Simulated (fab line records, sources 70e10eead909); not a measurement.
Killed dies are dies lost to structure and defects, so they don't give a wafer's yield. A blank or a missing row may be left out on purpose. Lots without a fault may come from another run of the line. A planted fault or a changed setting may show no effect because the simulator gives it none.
fab line records | flow nand_harc
record lots=24 wafers=72 last_day=24
route steps=1159 shown A_CHANNEL_FILL_D1@496 A_STAIRCASE@530
lots that met no fault: from a run of the same line without faults
start_h: hours from the record's first day to the start of the lot's first wafer shown | wait_h: hours since the lot's step before | " the same as in the row above | L1.1+2: a row that stands for several wafers | - no value, or no start given | * or withheld: withheld | < > ~ a bound
route shown NAME@n: a module of which the file shows steps, and the number in the route of the first | usual: mean/standard deviation of fault-free wafers | same: alike in all rows | chamber/n: place in a boat | sites: the reading at each site | _std_site: their standard deviation | _edge_site: outer sites' mean less inner sites' | radius_mm: how far each site lies from the wafer's centre | mask NAME#n: copy n | behind: the tool/chamber that last shaped the wafer | hold: why the lot was held/for how many hours/how that ended | device: the transistor (n, p or np) that didn't switch | end of line: the same wafers' tests at the end of the route | a step without rows: its recipe alone | killed: dies lost to structure and defects at the first sort, not the wafer's yield | map: a wafer's dies, x killed, . not, _ none there
set.NAME: the setting as run; set.NAME@STEP: as run at that earlier step | model.NAME: the simulator's own value behind a step, which no gauge read
steps of the route over a sample of lots; a table a step, a row a wafer
services: from which hour (start_h, from the record's first day; less than 0 if before it) a tool's chamber was out of use, for how many hours, and why
## steps
# step NHARC_A_CHANNEL_FILL_D1_ALD_16
# recipe target_thk_a=15 pulse_time_s=10 ald_cycles=15 temp_c=300 material=SiO2
# usual heater_power_w=493/49 precursor_pulse_height_rel=1.002/0.02
# columns lot.wafer tool chamber start_h wait_h heater_power_w precursor_pulse_height_rel
L074.4 ald_hk-03 1 192.47 0.1 432 1.054
L074.6 " 0 " " 462 1.012
L074.5 " 1 " " 440 0.992
L077.4 ald_hk-04 3 212.97 0.0 448 0.989
L077.1 " 0 " " 492 0.978
L077.2 " 2 " " 513 1.004
L076.3 ald_hk-03 3 213.01 0.1 521 1.021
L076.6 " 2 " " 443 0.987
L076.5 " 3 " " 506 1.034
L075.1 ald_hk-04 2 219.53 0.1 509 0.996
L075.5 " 1 " " 595 0.970
L075.6 " 2 " " 516 0.969
L078.4 ald_hk-04 0 219.69 0.2 480 1.023
L078.6 " 3 " " 446 1.040
L078.5 " 0 " " 491 1.014
L081.1 ald_hk-02 1 226.25 0.0 471 0.999
L081.2 " 2 " " 514 0.967
L081.4 " 3 " " 550 1.038
L079.2 ald_hk-03 0 226.26 0.0 473 1.016
L079.1 " 1 " " 438 0.980
L079.6 " 1 " " 435 1.033
L080.3 ald_hk-03 2 230.97 0.0 438 0.970
L080.6 " 2 " " 438 0.998
L080.5 " 3 " " 508 1.028
L082.4 ald_hk-04 1 244.87 0.1 575 1.011
L082.6 " 0 " " 498 1.010
L082.5 " 1 " " 585 1.000
L083.4 ald_hk-02 3 253.68 1.4 562 0.996
L083.6 " 1 " " 460 0.998
L083.5 " 2 " " 519 0.994
L084.2 ald_hk-02 3 253.79 1.5 557 0.983
L084.4 " 0 " " 421 1.022
L084.1 " 2 " " 528 1.033
L085.4 ald_hk-04 1 266.66 0.9 585 1.029
L085.2 " 0 " " 500 1.009
L085.6 " 2 " " 510 0.987
L088.1 ald_hk-03 2 274.53 0.8 449 1.005
L088.3 " 0 " " 469 0.995
L088.6 " 2 " " 445 1.018
L087.1 ald_hk-04 0 274.57 0.8 485 1.003
L087.5 " 2 " " 517 1.006
L087.6 " 3 " " 455 1.010
L089.4 ald_hk-04 1 279.48 0.0 588 0.987
L089.6 " 1 " " 570 0.971
L089.5 " 2 " " 513 1.030
L086.3 ald_hk-04 0 279.67 0.2 504 0.987
L086.1 " 1 " " 583 0.985
L086.6 " 3 " " 438 1.036
L090.1 ald_hk-04 1 279.83 0.4 584 1.013
L090.4 " 2 " " 520 1.009
L090.5 " 0 " " 491 1.020
L091.1 ald_hk-04 3 290.39 0.3 452 0.986
L091.4 " 1 " " 592 0.969
L091.3 " 2 " " 512 0.938
L092.1 ald_hk-02 1 298.79 0.1 457 0.974
L092.2 " 3 " " 571 1.000
L092.5 " 1 " " 462 0.974
L093.4 ald_hk-04 1 304.65 1.9 584 0.984
L093.3 " 2 " " 510 0.967
L093.1 " 3 " " 440 0.997
L094.1 ald_hk-04 1 317.72 0.1 572 0.973
L094.2 " 2 " " 536 1.021
L094.4 " 3 " " 447 1.010
L096.1 ald_hk-02 0 317.82 0.2 409 1.003
L096.2 " 2 " " 498 1.007
L096.6 " 0 " " 419 0.975
L095.4 ald_hk-04 3 321.93 0.0 465 1.011
L095.3 " 2 " " 507 0.971
L095.6 " 3 " " 449 1.008
L097.2 ald_hk-03 2 340.54 0.0 439 1.004
L097.1 " 3 " " 495 0.992
L097.4 " 1 " " 464 0.997
# step NHARC_A_STAIRCASE_DESCUM_168
# recipe time_s=3 o2_flow_sccm=200 ar_flow_sccm=0 bias_power_w=0 chemistry=O2
# usual drypump_motor_current_A=5.9/0.38 oes_product_au=1.000/0.0094 rf_vpp_V=57.8/0.9 showerhead_plenum_p_Torr=1.92/0.098 throttle_valve_pct=11.312/0.0088
# columns lot.wafer tool chamber start_h wait_h drypump_motor_current_A oes_product_au rf_hours_counter_h rf_vpp_V showerhead_plenum_p_Torr throttle_valve_pct
L074.4 rie_diel-10 2 229.56 - 6.4 0.985 15 58.7 1.98 11.318
L074.5 " 2 " " 6.4 0.985 - 57.9 1.98 11.311
L074.6 " 3 " " 5.9 1.006 - 58.2 1.77 11.317
L077.1 rie_diel-10 2 249.58 - 6.4 0.991 21 57.7 1.98 11.295
L077.2 " 1 " " 5.7 1.001 25 58.7 2.07 11.318
L077.4 " 3 " " 5.9 1.002 - 56.7 1.77 11.299
L076.3 rie_diel-10 1 249.75 - 5.7 0.994 25 58.5 2.07 11.307
L076.6 " 1 " " 5.7 0.994 - 59.8 2.07 11.314
L076.5 " 2 " " 6.4 0.997 - 58.6 1.98 11.301
L075.1 rie_diel-02 1 256.41 - 5.4 0.989 37 59.0 1.86 11.307
L075.6 " 1 " " 5.4 0.998 - 59.2 1.86 11.320
L075.5 " 2 " " 5.2 1.004 - 57.2 1.89 11.317
L078.4 rie_diel-10 2 256.57 - 6.4 1.012 24 59.8 1.98 11.303
L078.5 " 2 " " 6.4 1.015 - 58.3 1.98 11.324
L078.6 " 3 " " 5.9 1.013 - 57.2 1.77 11.306
L079.1 rie_diel-10 0 262.89 - 6.2 1.006 21 57.9 2.02 11.318
L079.2 " 1 " " 5.6 1.002 31 57.9 2.07 11.309
L079.6 " 1 " " 5.7 1.009 - 58.4 2.07 11.304
L081.2 rie_diel-02 3 262.92 - 6.3 0.987 42 56.5 1.93 11.303
L081.4 " 1 " " 5.4 1.004 41 58.0 1.86 11.321
L081.1 " 2 " " 5.2 1.002 40 58.0 1.89 11.302
L080.3 rie_diel-10 1 269.43 - 5.7 1.005 34 58.4 2.07 11.321
L080.5 " 3 " " 5.9 1.005 - 55.7 1.77 11.308
L080.6 " 0 " " 6.2 1.011 - 58.5 2.02 11.309
L082.6 rie_diel-06 3 284.45 - 6.0 1.006 - 58.4 2.00 11.312
L082.4 " 0 " " 6.5 0.977 - 57.3 1.89 11.319
L082.5 " 1 " " 6.0 1.008 - 58.0 2.07 11.318
L084.1 rie_diel-02 1 291.07 - 5.4 0.989 52 56.6 1.85 11.309
L084.2 " 0 " " 6.1 1.003 54 57.5 1.82 11.325
L084.4 " 3 " " 6.3 1.004 - 57.7 1.93 11.299
L083.4 rie_diel-10 3 294.94 - 6.0 1.007 40 56.8 1.76 11.324
L083.6 " 3 " " 6.0 1.013 - 56.6 1.76 11.325
L083.5 " 0 " " 6.2 0.995 - 58.9 2.02 11.302
L085.2 rie_diel-02 3 303.99 - 6.3 0.994 57 57.9 1.93 11.322
L085.4 " 2 " " 5.2 0.999 50 57.7 1.88 11.307
L085.6 " 0 " " 6.0 0.990 - 58.1 1.82 11.309
L090.4 rie_diel-10 1 314.54 - 5.7 0.999 49 58.2 2.06 11.322
L090.1 " 2 " " 6.4 0.988 39 57.5 1.97 11.311
L090.5 " 3 " " 5.9 0.994 - 57.0 1.76 11.314
L087.1 rie_diel-06 3 314.72 - 6.0 1.006 22 58.6 2.00 11.306
L087.5 " 1 " " 6.0 1.006 - 57.8 2.07 11.302
L087.6 " 2 " " 5.5 1.019 - 57.7 1.95 11.311
L089.4 rie_diel-06 0 314.91 - 6.4 0.983 21 56.8 1.88 11.304
L089.6 " 2 " " 5.5 1.019 - 57.1 1.95 11.322
L089.5 " 3 " " 6.0 1.018 - 58.6 2.00 11.309
L088.1 rie_diel-02 2 318.99 - 5.2 1.010 57 57.2 1.88 11.308
L088.3 " 3 " " 6.3 1.004 62 56.9 1.93 11.314
L088.6 " 0 " " 6.0 0.994 - 57.4 1.82 11.324
L086.1 rie_diel-02 1 319.02 - 5.4 0.992 62 58.4 1.85 11.311
L086.3 " 2 " " 5.2 1.005 57 59.2 1.88 11.305
L086.6 " 1 " " 5.4 0.994 - 57.3 1.85 11.302
L091.3 rie_diel-10 3 329.17 - 5.9 1.003 54 57.3 1.76 11.329
L091.4 " 1 " " 5.7 0.997 58 58.2 2.06 11.314
L091.1 " 2 " " 6.3 0.996 47 58.3 1.97 11.303
L092.1 rie_diel-10 0 335.74 - 6.2 0.990 50 58.1 2.01 11.304
L092.2 " 2 " " 6.4 0.998 51 58.5 1.97 11.303
L092.5 " 0 " " 6.2 1.002 - 59.1 2.01 11.310
L093.3 rie_diel-02 1 343.37 - 5.4 1.008 1 56.4 1.85 11.315
L093.1 " 2 " " 5.2 1.001 2 58.9 1.88 11.304
L093.4 " 3 " " 6.3 0.999 2 57.0 1.92 11.311
L094.2 rie_diel-02 1 355.40 - 5.4 0.987 5 59.2 1.85 11.296
L094.1 " 2 " " 5.2 0.990 5 57.9 1.88 11.320
L094.4 " 3 " " 6.3 1.008 6 57.0 1.92 11.332
L096.2 rie_diel-02 1 355.57 - 5.4 0.997 5 56.5 1.84 11.296
L096.1 " 2 " " 5.2 0.988 5 58.3 1.88 11.318
L096.6 " 1 " " 5.4 0.998 - 57.8 1.84 11.300
L095.3 rie_diel-06 3 359.27 - 6.0 1.002 41 57.1 2.00 11.304
L095.4 " 1 " " 6.0 1.010 41 58.8 2.06 11.308
L095.6 " 3 " " 6.0 1.007 - 58.4 1.99 11.305
L097.4 rie_diel-02 3 379.62 - 6.3 1.008 15 58.5 1.92 11.318
L097.2 " 0 " " 6.1 0.981 16 58.4 1.82 11.301
L097.1 " 1 " " 5.4 0.988 15 57.9 1.84 11.316
# step NHARC_A_STAIRCASE_STRIP_171
# recipe power_w=1500 temp_c=250 chemistry=O2
# usual drypump_motor_current_A=5.6/0.4 heater_power_w=323/42 rf_refl_power_W=17/6.2
# columns lot.wafer tool chamber start_h wait_h drypump_motor_current_A heater_power_w rf_hours_counter_h rf_refl_power_W
L074.4 plasma_asher-01 1 229.97 - 4.9 253 - 23
L074.5 " 1 " " 4.9 259 - 24
L074.6 " 0 " " 5.9 364 - 16
L077.1 plasma_asher-01 1 249.95 - 4.9 261 51 24
L077.2 " 0 " " 5.9 352 51 16
L077.4 " 1 " " 4.9 263 - 23
L076.3 plasma_asher-02 1 250.28 - 5.6 349 - 22
L076.5 " 0 " " 5.9 308 - 7
L076.6 " 1 " " 5.6 355 - 21
L075.1 plasma_asher-01 0 256.72 - 5.9 367 53 17
L075.6 " 0 " " 5.9 361 - 16
L075.5 " 1 " " 4.9 260 - 24
L078.4 plasma_asher-02 1 257.00 - 5.6 348 - -
L078.5 " 1 " " 5.6 349 - -
L078.6 " 0 " " 6.0 308 - -
L081.2 plasma_asher-02 1 263.38 - 5.5 347 23 -
L081.1 " 0 " " 6.0 304 23 -
L081.4 " 0 " " 5.9 310 - -
L079.2 plasma_asher-01 1 263.47 - 5.0 264 56 23
L079.1 " 0 " " 5.9 358 56 16
L079.6 " 1 " " 4.9 259 - 23
L080.3 plasma_asher-01 0 270.26 - 5.9 359 - 16
L080.5 " 1 " " 4.9 260 - 23
L080.6 " 0 " " 5.9 364 - 16
L082.4 plasma_asher-02 0 284.87 - 5.9 308 - 7
L082.5 " 0 " " 6.0 297 - 7
L082.6 " 1 " " 5.6 363 - 21
L084.2 plasma_asher-01 1 291.68 - 5.0 268 2 24
L084.1 " 0 " " 5.9 379 2 15
L084.4 " 0 " " 5.9 385 - 16
L083.4 plasma_asher-01 0 295.40 - 5.9 372 - 16
L083.6 " 1 " " 4.9 269 - 23
L083.5 " 0 " " 5.9 376 - 16
L085.2 plasma_asher-01 1 304.34 - 4.9 266 4 24
L085.4 " 0 " " 5.8 382 - 15
L085.6 " 1 " " 4.9 260 - 24
L090.1 plasma_asher-02 0 314.97 - 6.0 298 42 -
L090.4 " 0 " " 6.0 305 - -
L090.5 " 0 " " 5.9 311 - -
L087.1 plasma_asher-01 0 315.06 - 5.9 367 9 17
L087.5 " 0 " " 5.9 379 - 16
L087.6 " 1 " " 5.0 264 - 23
L089.4 plasma_asher-02 0 315.39 - 5.9 307 - 8
L089.6 " 1 " " 5.5 354 - 22
L089.5 " 0 " " 6.0 307 - 7
L088.1 plasma_asher-02 0 319.80 - 6.0 309 44 7
L088.3 " 1 " " 5.6 348 - 21
L088.6 " 1 " " 5.6 350 - 21
L086.1 plasma_asher-01 0 320.00 - 5.9 376 11 -
L086.3 " 0 " " 5.9 375 - -
L086.6 " 0 " " 5.9 378 - -
L091.1 plasma_asher-02 1 329.84 - 5.5 351 49 22
L091.4 " 0 " " 6.0 307 - 7
L091.3 " 1 " " 5.5 358 - 21
L092.2 plasma_asher-02 1 336.06 - 5.6 350 51 21
L092.1 " 0 " " 6.0 297 51 7
L092.5 " 1 " " 5.6 361 - 21
L093.1 plasma_asher-02 0 343.73 - 6.0 299 54 7
L093.4 " 1 " " 5.6 361 - 22
L093.3 " 0 " " 6.0 302 - 7
L094.2 plasma_asher-02 0 355.73 - 6.0 311 56 8
L094.1 " 1 " " 5.6 357 56 21
L094.4 " 0 " " 6.0 310 - 8
L096.2 plasma_asher-01 0 355.88 - 5.9 378 25 -
L096.1 " 1 " " 4.9 264 25 -
L096.6 " 1 " " 4.9 268 - -
L095.4 plasma_asher-02 1 359.76 - 5.6 358 - 21
L095.3 " 0 " " 6.0 303 - 7
L095.6 " 0 " " 6.0 316 - 7
L097.2 plasma_asher-01 0 379.99 - 5.9 377 35 16
L097.1 " 1 " " 5.0 266 35 23
L097.4 " 0 " " 5.9 380 - 16
# step NHARC_A_STAIRCASE_TRIM_189
# recipe time_s=211.2 o2_flow_sccm=500 ar_flow_sccm=0 bias_w=0 chemistry=O2
# usual drypump_motor_current_A=5.9/0.4 oes_product_au=1.001/0.011 rf_vpp_V=58.0/0.86 showerhead_plenum_p_Torr=3.57/0.16 throttle_valve_pct=17.036/0.0081
# columns lot.wafer tool chamber start_h wait_h drypump_motor_current_A oes_product_au rf_hours_counter_h rf_vpp_V showerhead_plenum_p_Torr throttle_valve_pct
L074.4 rie_diel-02 0 - - 6.1 1.001 31 58.1 3.39 17.039
L074.6 " 2 " " 5.3 1.004 - 58.8 3.49 17.033
L074.5 " 3 " " 6.4 1.004 - 58.9 3.57 17.031
L076.3 rie_diel-06 3 - - 6.0 1.016 2 59.2 3.69 17.039
L076.6 " 2 " " 5.5 1.014 - 57.2 3.60 17.049
L076.5 " 3 " " 6.0 1.005 - 57.8 3.69 17.031
L077.4 rie_diel-02 1 - - 5.4 0.986 37 56.9 3.43 17.030
L077.2 " 2 " " 5.2 1.009 36 57.3 3.48 17.050
L077.1 " 0 " " 6.1 0.991 40 58.5 3.38 17.044
L075.1 rie_diel-06 2 - - 5.4 0.997 4 59.0 3.60 17.045
L075.5 " 0 " " 6.5 0.976 - 57.1 3.48 17.039
L075.6 " 1 " " 6.0 1.000 - 58.6 3.81 17.034
L078.4 rie_diel-06 0 - - 6.5 0.986 5 58.8 3.48 17.030
L078.6 " 0 " " 6.5 0.988 - 57.5 3.48 17.034
L078.5 " 1 " " 6.0 1.014 - 58.8 3.81 17.039
L079.2 rie_diel-06 1 - - 6.0 1.021 7 58.3 3.80 17.045
L079.1 " 3 " " 6.0 1.018 8 59.4 3.69 17.035
L079.6 " 1 " " 6.0 1.019 - 58.9 3.80 17.026
L081.4 rie_diel-06 0 - - 6.4 0.989 8 58.7 3.48 17.033
L081.2 " 2 " " 5.5 1.003 7 58.0 3.60 17.035
L081.1 " 3 " " 6.0 0.997 8 56.6 3.69 17.046
L080.3 rie_diel-02 0 - - 6.1 0.981 48 58.6 3.38 17.042
L080.5 " 3 " " 6.4 1.001 - 58.0 3.56 17.048
L080.6 " 0 " " 6.1 0.982 - 57.9 3.38 17.032
L082.4 rie_diel-10 2 - - 6.4 0.993 33 57.5 3.63 17.041
L082.6 " 0 " " 6.2 1.007 - 58.7 3.71 17.041
L082.5 " 1 " " 5.7 1.002 - 57.2 3.78 17.032
L084.1 rie_diel-10 3 - - 5.9 1.008 43 58.2 3.27 17.050
L084.2 " 1 " " 5.7 1.005 46 59.8 3.78 17.018
L084.4 " 2 " " 6.4 1.005 36 57.8 3.63 17.040
L083.4 rie_diel-10 0 - - 6.2 1.002 36 58.0 3.71 17.024
L083.6 " 2 " " 6.4 1.013 - 57.5 3.63 17.024
L083.5 " 3 " " 5.9 1.002 - 57.1 3.27 17.029
L085.4 rie_diel-10 0 - - 6.2 1.003 38 58.4 3.70 17.034
L085.2 " 1 " " 5.7 0.987 48 58.0 3.78 17.021
L085.6 " 0 " " 6.2 1.001 - 58.1 3.71 17.035
L090.4 rie_diel-06 2 - - 5.5 1.011 22 57.2 3.59 17.044
L090.1 " 0 " " 6.5 0.986 26 58.1 3.47 17.025
L090.5 " 2 " " 5.5 1.014 - 57.6 3.59 17.029
L089.4 rie_diel-06 2 - - 5.5 1.015 23 58.0 3.59 17.035
L089.5 " 1 " " 6.1 1.003 - 58.9 3.79 17.038
L089.6 " 2 " " 5.5 1.020 - 58.4 3.59 17.031
L087.1 rie_diel-10 3 - - 6.0 1.001 51 57.6 3.27 17.030
L087.5 " 0 " " 6.2 1.007 - 58.5 3.70 17.042
L087.6 " 1 " " 5.7 0.990 - 57.8 3.78 17.029
L088.3 rie_diel-02 2 - - 5.2 0.997 60 57.6 3.47 17.031
L088.1 " 0 " " 6.0 0.988 65 57.0 3.37 17.035
L088.6 " 1 " " 5.4 0.994 - 58.0 3.41 17.030
L086.1 rie_diel-06 1 - - 6.0 1.003 29 57.6 3.79 17.040
L086.3 " 0 " " 6.5 0.996 28 57.2 3.47 17.027
L086.6 " 1 " " 6.0 1.020 - 58.5 3.79 17.025
L091.1 rie_diel-06 1 - - 6.0 1.009 34 58.3 3.79 17.043
L091.4 " 2 " " 5.4 1.009 30 57.6 3.58 17.050
L091.3 " 3 " " 6.0 1.035 34 58.0 3.67 17.041
L092.1 rie_diel-10 1 - - 5.7 1.004 64 59.3 3.77 17.050
L092.2 " 2 " " 6.4 0.990 53 58.7 3.62 17.045
L092.5 " 3 " " 5.9 1.001 - 57.8 3.26 17.033
L093.3 rie_diel-02 3 - - 6.3 0.999 4 58.6 3.55 17.045
L093.4 " 0 " " 6.1 0.990 4 56.8 3.37 17.030
L093.1 " 1 " " 5.4 1.008 3 57.5 3.41 17.033
L094.2 rie_diel-02 1 - - 5.4 0.995 9 58.3 3.41 17.031
L094.4 " 2 " " 5.2 0.983 8 59.0 3.47 17.024
L094.1 " 0 " " 6.1 0.981 9 55.7 3.36 17.032
L096.2 rie_diel-06 3 - - 6.0 1.014 43 58.2 3.67 17.038
L096.1 " 1 " " 6.0 1.014 44 57.2 3.78 17.045
L096.6 " 3 " " 6.0 1.013 - 58.0 3.67 17.037
L095.3 rie_diel-02 2 - - 5.2 0.995 11 56.8 3.47 17.049
L095.4 " 0 " " 6.1 0.987 13 56.0 3.36 17.032
L095.6 " 3 " " 6.4 1.002 - 57.9 3.54 17.034
L097.2 rie_diel-02 1 - - 5.4 0.991 17 56.5 3.40 17.045
L097.4 " 2 " " 5.2 0.993 16 57.7 3.46 17.043
L097.1 " 3 " " 6.3 0.994 18 56.7 3.54 17.059
# step NHARC_A_STAIRCASE_TRIM_198
# recipe time_s=211.2 o2_flow_sccm=500 ar_flow_sccm=0 bias_w=0 chemistry=O2
# usual drypump_motor_current_A=5.9/0.4 oes_product_au=1.000/0.011 rf_vpp_V=57.8/0.94 showerhead_plenum_p_Torr=3.54/0.16 throttle_valve_pct=17.036/0.0092
# columns lot.wafer tool chamber start_h wait_h drypump_motor_current_A oes_product_au rf_hours_counter_h rf_vpp_V showerhead_plenum_p_Torr throttle_valve_pct
L074.4 rie_diel-02 2 - - 5.2 0.994 28 57.5 3.49 17.040
L074.6 " 0 " " 6.1 0.997 - 55.6 3.39 17.020
L074.5 " 1 " " 5.4 0.982 - 58.2 3.43 17.040
L076.3 rie_diel-10 1 - - 5.7 1.009 28 57.8 3.79 17.043
L076.6 " 1 " " 5.7 1.014 - 58.0 3.79 17.039
L076.5 " 2 " " 6.4 1.016 - 57.6 3.64 17.025
L077.4 rie_diel-02 2 - - 5.2 0.996 38 58.3 3.48 17.048
L077.1 " 3 " " 6.3 1.000 40 57.9 3.56 17.028
L077.2 " 1 " " 5.4 0.990 40 59.2 3.43 17.036
L075.1 rie_diel-02 3 - - 6.4 0.998 42 58.5 3.56 17.046
L075.6 " 3 " " 6.4 1.003 - 57.4 3.56 17.046
L075.5 " 0 " " 6.1 0.975 - 56.7 3.38 17.037
L078.4 rie_diel-10 1 - - 5.7 1.001 - 59.9 3.79 17.026
L078.5 " 3 " " 5.9 1.013 - 58.1 3.28 17.048
L078.6 " 0 " " 6.2 1.007 - 57.6 3.71 17.037
L079.1 rie_diel-02 1 - - 5.4 0.993 44 57.2 3.43 17.028
L079.2 " 2 " " 5.2 0.997 43 56.9 3.48 17.035
L079.6 " 1 " " 5.4 0.995 - 56.7 3.43 17.032
L081.1 rie_diel-06 0 - - 6.5 0.977 8 57.4 3.48 17.054
L081.2 " 2 " " 5.5 1.000 8 57.7 3.60 17.044
L081.4 " 3 " " 6.0 1.015 8 58.6 3.69 17.026
L080.3 rie_diel-10 2 - - 6.4 0.987 27 57.6 3.64 17.033
L080.6 " 3 " " 5.9 0.995 - 59.1 3.27 17.028
L080.5 " 0 " " 6.2 1.006 - 58.5 3.71 17.040
L082.4 rie_diel-10 0 - - 6.2 1.009 34 56.9 3.71 17.030
L082.6 " 3 " " 5.9 0.997 - 57.7 3.27 17.046
L082.5 " 0 " " 6.2 1.002 - 58.4 3.71 17.032
L084.1 rie_diel-10 3 - - 6.0 1.009 43 58.7 3.27 17.022
L084.4 " 1 " " 5.7 0.994 46 58.2 3.78 17.028
L084.2 " 2 " " 6.4 1.001 36 59.6 3.63 17.045
L083.4 rie_diel-02 3 - - 6.4 1.008 57 58.0 3.55 17.042
L083.5 " 2 " " 5.2 0.995 - 58.5 3.48 17.037
L083.6 " 3 " " 6.3 1.000 - 57.1 3.55 17.033
L085.2 rie_diel-02 0 - - 6.1 0.981 59 58.2 3.37 17.057
L085.4 " 1 " " 5.4 0.991 58 57.4 3.42 17.040
L085.6 " 3 " " 6.3 0.994 - 57.6 3.55 17.029
L090.1 rie_diel-02 2 - - 5.2 0.998 60 58.4 3.47 17.044
L090.4 " 0 " " 6.0 0.993 64 56.6 3.37 17.037
L090.5 " 2 " " 5.2 1.002 - 58.1 3.47 17.034
L087.1 rie_diel-06 2 - - 5.5 1.018 24 57.9 3.59 17.019
L087.5 " 3 " " 6.0 1.013 - 57.4 3.68 17.039
L087.6 " 0 " " 6.5 0.983 - 58.3 3.47 17.032
L089.4 rie_diel-10 2 - - 6.4 1.008 44 58.6 3.63 17.033
L089.5 " 0 " " 6.2 1.005 - 58.0 3.70 17.036
L089.6 " 1 " " 5.7 0.997 - 59.7 3.78 17.032
L088.1 rie_diel-06 3 - - 6.0 1.019 31 56.8 3.67 17.033
L088.3 " 0 " " 6.4 0.997 31 57.4 3.47 17.013
L088.6 " 2 " " 5.5 1.027 - 57.7 3.59 17.046
L086.1 rie_diel-06 3 - - 6.0 1.016 31 57.4 3.67 17.036
L086.3 " 1 " " 6.0 1.004 31 57.8 3.79 17.027
L086.6 " 0 " " 6.5 0.985 - 56.1 3.47 17.032
L091.3 rie_diel-06 0 - - 6.5 0.988 34 57.6 3.47 17.039
L091.1 " 1 " " 6.0 1.005 35 58.1 3.79 17.046
L091.4 " 3 " " 6.0 1.028 35 56.9 3.67 17.039
L092.1 rie_diel-10 0 - - 6.2 1.009 54 57.1 3.70 17.028
L092.2 " 2 " " 6.4 1.003 53 56.5 3.62 17.046
L092.5 " 3 " " 5.9 0.998 - 56.7 3.26 17.032
L093.4 rie_diel-02 2 - - 5.2 0.998 4 58.3 3.47 17.036
L093.1 " 3 " " 6.3 1.003 4 56.7 3.54 17.035
L093.3 " 0 " " 6.1 0.996 4 58.2 3.37 17.041
L094.1 rie_diel-10 0 - - 6.2 0.997 0 60.0 3.69 17.018
L094.4 " 1 " " 5.7 1.005 0 58.4 3.77 17.019
L094.2 " 3 " " 5.9 0.995 0 58.1 3.81 17.043
L096.1 rie_diel-02 3 - - 6.4 1.001 10 58.3 3.54 17.039
L096.2 " 0 " " 6.1 0.991 10 56.5 3.36 17.031
L096.6 " 3 " " 6.4 0.994 - 58.6 3.54 17.039
L095.3 rie_diel-02 3 - - 6.4 0.993 12 58.7 3.54 17.028
L095.4 " 2 " " 5.2 0.987 11 56.4 3.46 17.028
L095.6 " 0 " " 6.1 0.996 - 57.7 3.36 17.043
L097.2 rie_diel-02 0 - - 6.0 0.989 20 57.1 3.36 17.040
L097.1 " 1 " " 5.4 0.993 17 58.2 3.40 17.053
L097.4 " 3 " " 6.4 0.993 18 56.4 3.54 17.051
# step NHARC_A_STAIRCASE_ETCH_203
# recipe target_depth_a=1000 time_s=40.5 ion_energy_ev=400 c4f8_flow_sccm=20 o2_flow_sccm=10 ar_flow_sccm=withheld rf_w=600 bias_w=1000 chemistry=C4F8/O2
# usual oes_product_au=0.940/0.011 rf_vpp_V=897/5.7
# columns lot.wafer tool chamber start_h wait_h oes_product_au rf_hours_counter_h rf_vpp_V
L074.4 rie_diel-02 0 - - 0.951 32 891
L074.6 " 2 " " 0.929 - 894
L074.5 " 3 " " 0.941 - 898
L076.3 rie_diel-10 3 - - 0.920 26 888
L076.6 " 0 " " 0.922 - 903
L076.5 " 1 " " 0.933 - 904
L077.2 rie_diel-02 2 - - 0.922 39 896
L077.4 " 3 " " 0.939 41 898
L077.1 " 0 " " 0.936 42 889
L075.1 rie_diel-02 0 - - 0.916 44 890
L075.5 " 3 " " 0.937 - 897
L075.6 " 0 " " 0.920 - 890
L078.4 rie_diel-10 3 - - 0.940 - 888
L078.5 " 0 " " 0.945 - 903
L078.6 " 1 " " 0.941 - 904
L079.2 rie_diel-02 3 - - 0.937 46 897
L079.1 " 2 " " 0.940 44 894
L079.6 " 3 " " 0.935 - 897
L081.1 rie_diel-06 2 - - 0.957 8 898
L081.2 " 3 " " 0.959 8 901
L081.4 " 0 " " 0.922 9 893
L080.3 rie_diel-10 0 - - 0.936 29 904
L080.5 " 0 " " 0.936 - 903
L080.6 " 1 " " 0.936 - 906
L082.4 rie_diel-10 2 - - 0.922 34 899
L082.6 " 0 " " 0.947 - 902
L082.5 " 1 " " 0.932 - 906
L084.4 rie_diel-10 1 - - 0.946 46 905
L084.1 " 2 " " 0.941 36 900
L084.2 " 3 " " 0.959 43 886
L083.4 rie_diel-02 3 - - 0.930 57 897
L083.6 " 1 " " 0.917 - 893
L083.5 " 2 " " 0.922 - 896
L085.2 rie_diel-02 1 - - 0.944 58 892
L085.4 " 2 " " 0.945 52 892
L085.6 " 1 " " 0.935 - 892
L090.1 rie_diel-02 1 - - 0.927 65 893
L090.4 " 2 " " 0.945 60 894
L090.5 " 3 " " 0.948 - 896
L087.1 rie_diel-06 1 - - 0.950 28 905
L087.6 " 0 " " 0.927 - 895
L087.5 " 1 " " 0.959 - 906
L089.4 rie_diel-10 2 - - 0.936 44 898
L089.6 " 2 " " 0.940 - 899
L089.5 " 3 " " 0.953 - 886
L088.3 rie_diel-06 1 - - 0.953 31 904
L088.1 " 3 " " 0.957 32 901
L088.6 " 1 " " 0.949 - 904
L086.1 rie_diel-06 0 - - 0.933 32 894
L086.3 " 2 " " 0.946 28 898
L086.6 " 3 " " 0.958 - 900
L091.3 rie_diel-06 3 - - 0.950 35 901
L091.1 " 0 " " 0.932 35 893
L091.4 " 1 " " 0.935 35 905
L092.2 rie_diel-10 0 - - 0.948 56 901
L092.1 " 1 " " 0.936 66 906
L092.5 " 0 " " 0.949 - 903
L093.1 rie_diel-02 1 - - 0.951 4 893
L093.4 " 2 " " 0.928 4 893
L093.3 " 3 " " 0.956 5 897
L094.2 rie_diel-10 1 - - 0.957 0 904
L094.1 " 3 " " 0.938 0 907
L094.4 " 0 " " 0.947 0 902
L096.1 rie_diel-02 0 - - 0.926 11 891
L096.2 " 3 " " 0.941 10 896
L096.6 " 0 " " 0.928 - 891
L095.3 rie_diel-02 1 - - 0.946 13 894
L095.4 " 3 " " 0.940 13 895
L095.6 " 0 " " 0.936 - 888
L097.4 rie_diel-02 3 - - 0.941 19 897
L097.2 " 0 " " 0.935 20 889
L097.1 " 1 " " 0.933 18 891
## services
# columns tool chamber start_h hours kind
rie_diel-10 - 176.53 9.0 pm
plasma_asher-02 - 183.52 9.0 pm
rie_diel-02 0 185.40 - clean
rie_diel-02 1 185.40 - clean
rie_diel-02 2 185.40 - clean
rie_diel-02 3 185.40 - clean
ald_hk-04 - 187.09 10.0 pm
rie_diel-10 2 188.52 8.1 repair
rie_diel-02 0 209.91 - clean
rie_diel-02 1 209.91 - clean
rie_diel-10 0 232.39 22.6 repair
rie_diel-06 - 241.43 9.0 pm
plasma_asher-01 - 264.76 2.6 repair
ald_hk-04 - 268.88 1.3 repair
plasma_asher-01 - 276.00 9.0 pm
ald_hk-02 - 284.89 3.0 repair
rie_diel-10 - 310.41 0.8 repair
ald_hk-03 - 322.43 10.0 pm
rie_diel-02 - 329.09 9.0 pm
rie_diel-10 - 353.53 9.0 pm
plasma_asher-02 - 360.52 9.0 pm
rie_diel-10 3 367.24 13.3 repair
ald_hk-04 - 375.84 0.8 repair
rie_diel-10 1 386.81 5.0 repair
## key
fault none
